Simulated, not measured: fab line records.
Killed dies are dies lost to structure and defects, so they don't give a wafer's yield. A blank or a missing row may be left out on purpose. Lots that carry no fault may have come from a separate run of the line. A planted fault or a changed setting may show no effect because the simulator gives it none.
fab line records	flow nand_harc
record lots=7	wafers=21	last_day=33
route steps=1302 shown A_CHANNEL_FILL_D2@613 END@1302
lots that met no fault: from a run of the same line without faults
start_h: hours from the record's first day to the start of the lot's first wafer shown	wait_h: hours from the lot's prior step to this one	" identical to the entry in the row above	L1.1+2: a row that stands for several wafers	- either no value or no given start	* or withheld: withheld	< > ~ a bound
route shown NAME@n: NAME is a module with steps in the file, n the number in the route of the first one	usual: mean and standard deviation over wafers with no fault	same: alike in all rows	chamber/n: place in a boat	sites: readings site by site	_std_site: the values' standard deviation	_edge_site: mean of outer sites minus mean of inner sites	radius_mm: for every site, how far away it sits from the centre of the wafer	mask NAME#n: copy n	behind: tool/chamber where the wafer was last shaped	hold: the reason the lot was held/the length of the hold in hours/how it ended	device: whichever transistor did not switch (one of n, p or np)	end of line: the route-end tests of the same wafers	step lacking rows: just its recipe	killed: count of dies lost to structure and defects at first sort (not the wafer's yield)	map: a wafer's dies, marking killed ones x, the rest . and places with no die _
set.NAME: the setting the step ran with; set.NAME@STEP: the setting that earlier step ran with	model.NAME: the simulator's own value behind a step, which no gauge read
lots at some steps of the route; a table a step, a row a wafer
services: from which hour (start_h, from the record's first day; less than 0 if before it) a tool's chamber was out of use, for how many hours, and why
## steps
# step NHARC_A_CHANNEL_FILL_D2_ALD_03
# recipe target_thk_a=60	pulse_time_s=60	ald_cycles=58	temp_c=630	pressure_torr=2	material=SiNx
# usual precursor_pulse_height_rel=1.002/0.02
lot.wafer	tool	chamber	start_h	wait_h	precursor_pulse_height_rel
L314.1	ald_sin_batch-03	0	-	-	0.986
L314.2	"	0	"	"	1.019
L314.4	"	0	"	"	1.001
L320.2	ald_sin_batch-01	0	-	-	1.005
L320.3	"	0	"	"	0.972
L320.5	"	0	"	"	1.026
L322.1	ald_sin_batch-02	0	-	-	1.023
L322.3	"	0	"	"	1.002
L322.5	"	0	"	"	1.038
L324.2	ald_sin_batch-02	0	-	-	1.015
L324.3	"	0	"	"	1.004
L324.6	"	0	"	"	0.987
L323.1	ald_sin_batch-01	0	-	-	1.025
L323.2	"	0	"	"	0.999
L323.6	"	0	"	"	1.011
L330.1	ald_sin_batch-02	0	-	-	1.004
L330.4	"	0	"	"	0.993
L330.6	"	0	"	"	1.045
L333.1	ald_sin_batch-03	0	-	-	1.004
L333.4	"	0	"	"	0.955
L333.6	"	0	"	"	1.032
# step NHARC_A_CHANNEL_FILL_D2_ALD_14
# recipe target_thk_a=25	pulse_time_s=10	ald_cycles=25	temp_c=300	material=SiO2
# usual heater_power_w=471/50	precursor_pulse_height_rel=1.000/0.021
lot.wafer	tool	chamber	start_h	wait_h	heater_power_w	precursor_pulse_height_rel
L314.2	ald_hk-04	0	336.54	0.0	523	1.010
L314.4	"	1	"	"	396	0.982
L314.1	"	3	"	"	454	0.971
L320.2	ald_hk-01	3	372.44	0.1	565	1.009
L320.3	"	0	"	"	410	1.002
L320.5	"	1	"	"	458	1.015
L322.3	ald_hk-04	3	409.18	0.0	442	1.011
L322.1	"	0	"	"	543	0.993
L322.5	"	0	"	"	529	0.993
L324.2	ald_hk-01	2	409.26	0.1	470	1.004
L324.3	"	3	"	"	557	1.009
L324.6	"	0	"	"	416	0.990
L323.1	ald_hk-04	2	413.78	0.5	460	0.968
L323.2	"	1	"	"	398	0.993
L323.6	"	2	"	"	461	0.985
L330.1	ald_hk-02	3	473.24	0.9	519	1.017
L330.4	"	1	"	"	465	1.006
L330.6	"	0	"	"	489	1.005
L333.1	ald_hk-02	1	521.57	0.0	465	0.993
L333.4	"	0	"	"	499	0.990
L333.6	"	2	"	"	507	1.016
# step NHARC_A_CHANNEL_FILL_D2_ALD_15
# recipe target_thk_a=20	pulse_time_s=60	ald_cycles=19	temp_c=630	pressure_torr=2	material=SiNx
# usual precursor_pulse_height_rel=1.001/0.022
lot.wafer	tool	chamber	start_h	wait_h	precursor_pulse_height_rel
L314.1	ald_sin_batch-01	0	-	-	1.029
L314.2	"	0	"	"	0.983
L314.4	"	0	"	"	1.003
L320.2	ald_sin_batch-01	0	-	-	1.005
L320.3	"	0	"	"	1.047
L320.5	"	0	"	"	0.993
L322.1	ald_sin_batch-02	0	-	-	1.011
L322.3	"	0	"	"	1.019
L322.5	"	0	"	"	1.023
L324.2	ald_sin_batch-02	0	-	-	0.995
L324.3	"	0	"	"	1.021
L324.6	"	0	"	"	1.006
L323.1	ald_sin_batch-02	0	-	-	0.980
L323.2	"	0	"	"	1.000
L323.6	"	0	"	"	1.029
L330.1	ald_sin_batch-01	0	-	-	1.000
L330.4	"	0	"	"	0.997
L330.6	"	0	"	"	0.988
L333.1	ald_sin_batch-03	0	-	-	0.998
L333.4	"	0	"	"	1.011
L333.6	"	0	"	"	1.008
# step NHARC_A_CHANNEL_FILL_D2_ALD_16
# recipe target_thk_a=15	pulse_time_s=10	ald_cycles=15	temp_c=300	material=SiO2
# usual heater_power_w=471/51	precursor_pulse_height_rel=1.001/0.02
lot.wafer	tool	chamber	start_h	wait_h	heater_power_w	precursor_pulse_height_rel
L314.4	ald_hk-01	0	341.75	0.1	400	1.022
L314.1	"	1	"	"	460	0.980
L314.2	"	2	"	"	471	1.031
L320.2	ald_hk-02	0	377.51	0.0	482	1.016
L320.3	"	1	"	"	458	0.976
L320.5	"	1	"	"	461	0.980
L324.3	ald_hk-04	3	414.41	0.1	460	1.012
L324.2	"	0	"	"	539	0.957
L324.6	"	2	"	"	450	0.967
L322.3	ald_hk-04	1	414.55	0.2	391	0.995
L322.1	"	0	"	"	551	1.004
L322.5	"	1	"	"	391	1.004
L323.2	ald_hk-02	1	419.17	0.3	451	1.000
L323.1	"	3	"	"	510	1.006
L323.6	"	0	"	"	492	1.013
L330.4	ald_hk-04	3	478.46	0.1	416	0.979
L330.1	"	0	"	"	533	1.009
L330.6	"	2	"	"	479	0.981
L333.4	ald_hk-01	0	527.78	0.1	416	1.005
L333.1	"	1	"	"	450	1.019
L333.6	"	3	"	"	547	1.016
# step NHARC_A_CHANNEL_FILL_D2_ANNEAL_17
# recipe temp_c=850	time_s=1800
# step NHARC_A_CHANNEL_FILL_D2_CVD_18
# recipe target_thk_a=30	temp_c=550	material=poly-Si
# step NHARC_A_CHANNEL_FILL_D2_ETCHBACK_19
# recipe target_depth_a=50	time_s=1.7	hbr_flow_sccm=150	cl2_flow_sccm=50	rf_w=400	icp_w=400	bias_w=100	chemistry=HBr/Cl2
# step NHARC_A_CHANNEL_FILL_D2_ETCHBACK_20
# recipe target_depth_a=270	time_s=13.5	c4f8_flow_sccm=withheld	o2_flow_sccm=8	ar_flow_sccm=withheld	rf_w=600	bias_w=1500	chemistry=C4F8/O2/Ar
# step NHARC_A_CHANNEL_FILL_D2_STRIP_28
# recipe time_s=20	o2_flow_sccm=500	ar_flow_sccm=0	bias_w=0	chemistry=O2
# usual chamber_pressure_mTorr=60.00/0.055	drypump_motor_current_A=5.9/0.47	o2_flow_sccm=500.0/1.5	oes_product_au=1.001/0.0071	rf_vpp_V=57.8/0.86	showerhead_plenum_p_Torr=3.56/0.12	throttle_valve_pct=17.037/0.0095
lot.wafer	tool	chamber	start_h	wait_h	chamber_pressure_mTorr	drypump_motor_current_A	o2_flow_sccm	oes_product_au	rf_hours_counter_h	rf_vpp_V	showerhead_plenum_p_Torr	throttle_valve_pct
L314.1	rie_diel-13	1	354.31	0.1	59.94	5.6	500.6	1.003	0	57.7	3.72	17.038
L314.2	"	0	"	"	59.95	6.5	500.3	0.995	0	57.3	3.60	17.025
L314.4	"	3	"	"	59.99	6.3	500.3	1.002	-	58.5	3.66	17.039
L320.3	rie_diel-13	2	389.77	0.1	59.89	5.1	504.4	0.992	0	57.7	3.51	17.052
L320.2	"	3	"	"	59.90	6.3	499.9	0.996	1	58.2	3.66	17.046
L320.5	"	0	"	"	60.01	6.5	498.5	0.998	-	58.3	3.60	17.042
L322.3	rie_diel-11	0	426.12	0.1	60.06	6.0	498.6	1.009	4	57.6	3.62	17.044
L322.1	"	2	"	"	60.08	6.6	498.4	1.000	4	58.6	3.31	17.045
L322.5	"	0	"	"	60.07	6.0	500.7	0.996	-	58.3	3.62	17.037
L324.2	rie_diel-13	2	426.12	0.1	59.93	5.2	497.7	1.006	2	57.6	3.51	17.043
L324.3	"	0	"	"	59.95	6.5	499.8	1.010	3	57.3	3.60	17.020
L324.6	"	2	"	"	60.00	5.1	499.3	0.997	-	58.6	3.51	17.054
L323.1	rie_diel-13	3	431.32	0.1	59.95	6.3	500.9	1.001	3	57.5	3.66	17.031
L323.2	"	0	"	"	59.91	6.5	501.3	1.009	3	58.6	3.60	17.026
L323.6	"	3	"	"	60.03	6.3	497.9	0.998	-	58.1	3.66	17.036
L330.1	rie_diel-09	1	490.53	0.1	60.00	5.6	498.1	0.999	27	57.9	3.70	17.037
L330.4	"	0	"	"	59.98	6.4	499.1	0.994	26	58.2	3.35	17.038
L330.6	"	2	"	"	60.02	6.3	502.7	1.000	-	56.7	3.58	17.042
L333.1	rie_diel-13	1	541.26	0.1	60.02	5.6	499.5	0.986	0	57.5	3.72	17.031
L333.4	"	2	"	"	60.08	5.1	498.6	0.993	0	57.2	3.51	17.041
L333.6	"	2	"	"	60.05	5.1	499.5	0.994	-	56.5	3.51	17.027
# step NHARC_A_CHANNEL_FILL_D2_PRECLEAN_21
# recipe time_s=30	chemistry=dHF
# step NHARC_A_CHANNEL_FILL_D2_SRD_23
# step NHARC_A_CHANNEL_FILL_D2_CVD_05
# recipe target_thk_a=50	temp_c=550	material=poly-Si
# step NHARC_A_CHANNEL_FILL_D2_ANNEAL_22
# recipe temp_c=620	time_s=7200
# usual spike_tc_bottom_C=642.6/1.5	spike_tc_centre_C=621.0/1	spike_tc_lower_C=620.2/1.7	spike_tc_top_C=637.5/1.1	spike_tc_upper_C=619.4/0.96	tube_center_temp_C=620.01/0.055	tube_center_temp_C_max=621.59/0.24	zone_power_upper_pct=8.64/0.17
lot.wafer	tool	chamber	start_h	wait_h	spike_tc_bottom_C	spike_tc_centre_C	spike_tc_lower_C	spike_tc_top_C	spike_tc_upper_C	tube_center_temp_C	tube_center_temp_C_max	zone_power_upper_pct
L314.1	furnace-07	0	361.77	3.2	640.9	621.6	621.7	636.2	621.1	620.06	621.57	8.33
L314.2	"	0	"	"	639.9	622.2	621.3	638.3	618.9	620.02	621.45	8.56
L314.4	"	0	"	"	641.5	620.6	622.8	635.4	618.9	619.94	621.31	8.50
L320.2	furnace-03	0	400.35	3.5	642.2	621.0	618.9	636.7	618.8	620.02	621.66	8.83
L320.3	"	0	"	"	644.6	620.5	619.9	638.5	620.5	620.06	621.58	8.76
L320.5	"	0	"	"	642.0	622.2	619.6	638.5	618.8	620.03	622.32	8.66
L322.1	furnace-07	0	433.33	2.9	626.2	603.8	606.3	622.4	602.1	604.01	605.62	8.02
L322.3	"	0	"	"	625.1	605.1	606.0	621.2	605.3	603.92	605.16	8.12
L322.5	"	0	"	"	625.9	604.6	607.2	621.6	604.8	604	605.32	8.06
L324.2	furnace-07	0	433.33	2.9	624.9	603.4	604.9	623.5	603.6	604.03	605.43	7.99
L324.3	"	0	"	"	625.9	604.8	605.7	621.1	602.2	603.97	605.37	8.10
L324.6	"	0	"	"	626.1	606.5	606.8	622.9	602.6	604.08	605.83	8.04
L323.1	furnace-07	0	438.57	2.9	627.6	605.3	606.0	622.1	602.6	603.97	605.73	8.03
L323.2	"	0	"	"	625.5	605.0	607.2	622.2	603.0	604.04	606.13	8.02
L323.6	"	0	"	"	626.2	604.2	606.4	620.6	602.7	603.97	605.42	8.08
L330.1	furnace-03	0	500.94	6.2	643.3	624.0	619.0	638.0	618.4	619.92	621.46	8.78
L330.4	"	0	"	"	643.9	621.0	616.6	637.5	620.9	620.04	621.42	8.68
L330.6	"	0	"	"	642.6	620.6	620.2	636.4	618.5	619.99	621.78	8.84
L333.1	furnace-03	0	549.59	3.5	643.6	620.2	620.7	637.1	619.3	619.95	621.88	8.71
L333.4	"	0	"	"	643.6	622.6	617.5	636.8	619.8	620.08	621.31	8.62
L333.6	"	0	"	"	644.2	620.5	620.3	639.4	620.5	620.01	621.58	8.77
# step NHARC_A_CHANNEL_FILL_D2_THK_MEAS_06
# recipe thk_meas_gauge=ellipsometry
# usual thk_nm=5.1/1
lot.wafer	tool	chamber	start_h	wait_h	thk_nm
L314.1	film_metro-02	-	365.78	0.4	3.8
L314.2	"	-	"	"	4.4
L314.4	"	-	"	"	4.8
L320.2	film_metro-02	-	404.37	0.4	4.5
L320.3	"	-	"	"	4.5
L320.5	"	-	"	"	3.5
L322.1	film_metro-01	-	437.34	0.4	3.7
L322.3	"	-	"	"	4.1
L322.5	"	-	"	"	6.7
L324.2	film_metro-02	-	437.34	0.4	5.4
L324.3	"	-	"	"	4.7
L324.6	"	-	"	"	6.4
L323.1	film_metro-02	-	442.57	0.4	3.9
L323.2	"	-	"	"	6.0
L323.6	"	-	"	"	4.7
L330.1	film_metro-01	-	504.98	0.4	6.0
L330.4	"	-	"	"	5.8
L330.6	"	-	"	"	4.0
L333.1	film_metro-02	-	553.61	0.4	5.3
L333.4	"	-	"	"	7.5
L333.6	"	-	"	"	4.6
# step NHARC_END_SORT_01
# recipe temp_c=25
# usual killed_at_array=52/20	killed_at_other=1.0/1.3	killed_at_periphery=3.7/2.2	killed_dies=57/20	killed_open=3.2/1.6	killed_short=2.4/1.6
# same gross_dies=677
lot.wafer	tool	chamber	start_h	wait_h	killed_at_array	killed_at_other	killed_at_periphery	killed_dies	killed_open	killed_short
L324.2	prober-02	0	657.03	2.8	42	3	3	48	3	0
L324.3	prober-02	0	657.83	3.1	40	1	5	46	5	2
L324.6	prober-02	0	660.25	4.0	42	1	6	49	3	5
L322.1	prober-01	0	664.91	2.5	85	4	4	93	6	3
L322.3	prober-01	0	666.49	3.1	71	1	1	73	7	4
L322.5	prober-01	0	668.06	3.6	77	1	1	79	2	2
L330.1	prober-01	0	726.94	2.5	73	1	2	76	2	3
L330.4	prober-01	0	729.30	3.4	69	2	8	79	3	2
L330.6	prober-01	0	730.87	3.9	83	0	5	88	5	3
# killed by level:class
L324.2 A_CONTACT:chamber_film_flake=9 A_CHANNEL_HOLE_D1:chamber_film_flake=8 A_BONDPAD:chamber_film_flake=8 A_STAIRCASE:chamber_film_flake=6 A_BLC:chamber_film_flake=3 THIN_TSV:chamber_film_flake=3 P_M2:chamber_film_flake=2 A_DECK1_JOINT:chamber_film_flake=2
L324.3 A_STAIRCASE:chamber_film_flake=10 A_BONDPAD:chamber_film_flake=7 A_CHANNEL_HOLE_D1:chamber_film_flake=5 A_CONTACT:chamber_film_flake=4 A_M0:geometric_particle:open=3 P_M2:chamber_film_flake=3 A_BLC:chamber_film_flake=3 A_WL_FILL:geometric_particle:short=2
L324.6 A_CONTACT:chamber_film_flake=11 A_STAIRCASE:chamber_film_flake=9 A_BLC:chamber_film_flake=4 A_BONDPAD:chamber_film_flake=4 P_M2:chamber_film_flake=3 A_M0:geometric_particle:short=2 P_GATE:chamber_film_flake=2 A_DECK1_JOINT:chamber_film_flake=2
L322.1 A_SLIT:chamber_film_flake=34 A_CHANNEL_HOLE_D1:chamber_film_flake=25 A_CHANNEL_HOLE_D2:chamber_film_flake=12 THIN_TSV:chamber_film_flake=4 A_WL_FILL:chamber_film_flake=2 P_M0:geometric_particle:open=1 P_M0:geometric_particle:short=1 A_DECK1_JOINT:geometric_particle:short=1
L322.3 A_SLIT:chamber_film_flake=27 A_CHANNEL_HOLE_D1:chamber_film_flake=23 A_CHANNEL_HOLE_D2:chamber_film_flake=6 A_SOURCE_PLATE:geometric_particle:short=2 A_CONTACT:geometric_particle:open=2 A_ONON_D1:geometric_particle:open=1 A_ONON_D2:geometric_particle:open=1 A_ONON_D2:geometric_particle:short=1
L322.5 A_SLIT:chamber_film_flake=33 A_CHANNEL_HOLE_D1:chamber_film_flake=24 A_CHANNEL_HOLE_D2:chamber_film_flake=10 A_WL_FILL:chamber_film_flake=3 A_STAIRCASE:chamber_film_flake=2 A_CHANNEL_FILL_D1:geometric_particle:short=1 A_CHANNEL_FILL_D2:geometric_particle:short=1 A_BLC:geometric_particle:open=1
L330.1 A_CHANNEL_HOLE_D1:chamber_film_flake=33 A_SLIT:chamber_film_flake=30 A_CONTACT:chamber_film_flake=4 P_STI:chamber_film_flake=2 A_SOURCE_PLATE:geometric_particle:open=1 A_ONON_D2:geometric_particle:short=1 A_WL_FILL:geometric_particle:short=1 A_CONTACT:geometric_particle:short=1
L330.4 A_SLIT:chamber_film_flake=33 A_CHANNEL_HOLE_D1:chamber_film_flake=22 A_CONTACT:chamber_film_flake=6 P_STI:chamber_film_flake=4 P_ZERO_WELL:chamber_film_flake=2 A_CHANNEL_FILL_D1:chamber_film_flake=2 THIN_TSV:chamber_film_flake=2 P_GATE:geometric_particle:open=1
L330.6 A_SLIT:chamber_film_flake=37 A_CHANNEL_HOLE_D1:chamber_film_flake=26 A_CONTACT:chamber_film_flake=6 A_STAIRCASE:chamber_film_flake=4 A_ONON_D1:geometric_particle:open=2 P_GATE:chamber_film_flake=2 A_WL_FILL:chamber_film_flake=2 P_GATE:geometric_particle:open=1
## services
tool	chamber	start_h	hours	kind
rie_diel-09	-	320.42	9.0	pm
rie_diel-11	0	338.21	6.9	repair
rie_diel-13	-	342.00	9.0	pm
ald_hk-02	-	348.00	10.0	pm
rie_diel-13	2	352.19	5.6	repair
rie_diel-13	-	356.07	1.1	repair
rie_diel-13	2	367.75	12.4	repair
rie_diel-09	2	370.08	2.7	repair
furnace-07	-	389.46	26.0	pm
rie_diel-13	-	395.53	0.4	repair
rie_diel-09	2	416.70	4.3	repair
rie_diel-11	-	432.50	9.0	pm
ald_hk-04	-	433.06	10.0	pm
ald_hk-04	0	433.06	10.0	vent_cycle
ald_hk-04	1	433.06	10.0	vent_cycle
rie_diel-13	1	443.45	13.9	repair
rie_diel-11	-	450.76	0.4	repair
rie_diel-11	2	473.41	2.4	repair
rie_diel-09	-	497.44	9.0	pm
ald_hk-01	-	497.64	0.3	repair
ald_hk-02	-	498.27	0.3	repair
ald_sin_batch-01	-	507.80	26.0	pm
rie_diel-13	-	519.00	9.0	pm
rie_diel-13	2	543.28	13.5	repair
## key
first_sign step=NHARC_A_CHANNEL_FILL_D2_ANNEAL_22	reading=tube_center_temp_C	direction=down	sigmas=99+	usual=*	struck=*
effect step=NHARC_A_CHANNEL_FILL_D2_ANNEAL_22	reading=tube_center_temp_C_max	direction=down	sigmas=66	usual=*	struck=*
met_at NHARC_A_CHANNEL_FILL_D2_ANNEAL_22
struck_wafers L322.1,L322.3,L322.5,L323.1,L323.2,L323.6,L324.2,L324.3,L324.6
tester_left_out L322,L323,L324
fault kind=process_parameter_drift	tool=furnace-07	chamber=-	onset_h=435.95	steps=NHARC_A_CHANNEL_FILL_D2_ANNEAL_22	channel=temp_c	offset=*	shape=step	end_h=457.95	acts_in=*	stated=*
# tester_left_out: of these lots the tester's yield and bins aren't shown, on N5 and GAA mostly nor the transistor test; their killed dies are dies lost to structure and defects alone, not to doping, threshold or leakage, so they don't give the yield
